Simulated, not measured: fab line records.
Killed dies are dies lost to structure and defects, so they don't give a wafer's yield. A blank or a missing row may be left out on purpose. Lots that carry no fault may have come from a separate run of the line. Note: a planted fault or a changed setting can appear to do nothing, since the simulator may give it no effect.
One fault through the eyes of 2 desks	flow nand_harc	numbers are kept per desk, each desk with only its own; the story behind them comes last

== AT THE TOOL OWNER'S DESK: rie_diel-03 ==
The tool's own readings at NHARC_P_M1_ETCH_28 (etches the open film in CF4/N2, target depth 30 nm, time 72.99 s): means of the sampled wafers that have a number, for each lot that ran on this tool. If a lot's mean is further than 4 standard deviations from the usual mean, the lot is out of limits and carries the mark OUT (the distance appears in the brackets).
Columns: A = drypump_motor_current_A at NHARC_P_M1_ETCH_28, usual 5.6 A; B = oes_product_au at NHARC_P_M1_ETCH_28, usual 1.005 a.u.; C = rf_fwd_power_W at NHARC_P_M1_ETCH_28, usual 297.7 W; D = rf_vpp_V at NHARC_P_M1_ETCH_28, usual 314.0 V; E = showerhead_plenum_p_Torr at NHARC_P_M1_ETCH_28, usual 2.62 Torr; F = throttle_valve_pct at NHARC_P_M1_ETCH_28, usual 19.795 %
lot	first seen here	A	B	C	D	E	F
L893	day 6 10:33	5.8	1.011	296.8	313.9	2.64	19.789
L895	day 7 02:19	5.8	1.027	298.5	315.2	2.66	19.798
L900	day 9 09:52	5.9	1.022	297.8	314.0	2.64	19.793
L904	day 11 00:28	6.0	1.013	298.5	314.8	2.60	19.794
L906	day 11 18:34	6.0	1.007	297.7	313.3	2.59	19.796
L911	day 14 00:49	5.9	1.003	297.7	313.8	2.63	19.804
L914	day 15 05:08	5.7	1.008	298.6	314.4	2.65	19.787
This desk's finding: nothing out of limits on any of the 7 lots.

== METROLOGY DESK ==
Means of the sampled wafers that have a number, per lot and without regard to the tool the lot ran on: this is what the gauges read. If a lot's mean is further than 4 standard deviations from the usual mean, the lot is out of limits and carries the mark OUT (the distance appears in the brackets).
Columns: A = overlay_x_nm at NHARC_HYBRID_BOND_OVL_MEAS_05, usual 3 nm; B = overlay_y_nm at NHARC_HYBRID_BOND_OVL_MEAS_05, usual 2 nm
lot	first seen here	A	B
L893	day 24 07:05	-2	-3
L895	day 24 16:44	-23	5
L897	day 25 13:12	-2	13
L900	day 26 18:58	5	16
L899	day 26 18:58	26	18
L901	day 26 23:19	7	24
L905	day 28 20:00	-2	-10
L906	day 28 20:00	20	16
L904	day 29 02:04	38	22
L908	day 29 19:12	28	26
L911	day 31 06:10	-17	-18
L914	day 33 13:02	7	-47
This desk's finding: nothing out of limits on any of the 12 lots.

== TAKEN TOGETHER ==
The tool owner's desk saw nothing out of limits.
Metrology desk: nothing out of limits seen.

== WHAT HAD BEEN PUT IN BY THE SIMULATOR ==
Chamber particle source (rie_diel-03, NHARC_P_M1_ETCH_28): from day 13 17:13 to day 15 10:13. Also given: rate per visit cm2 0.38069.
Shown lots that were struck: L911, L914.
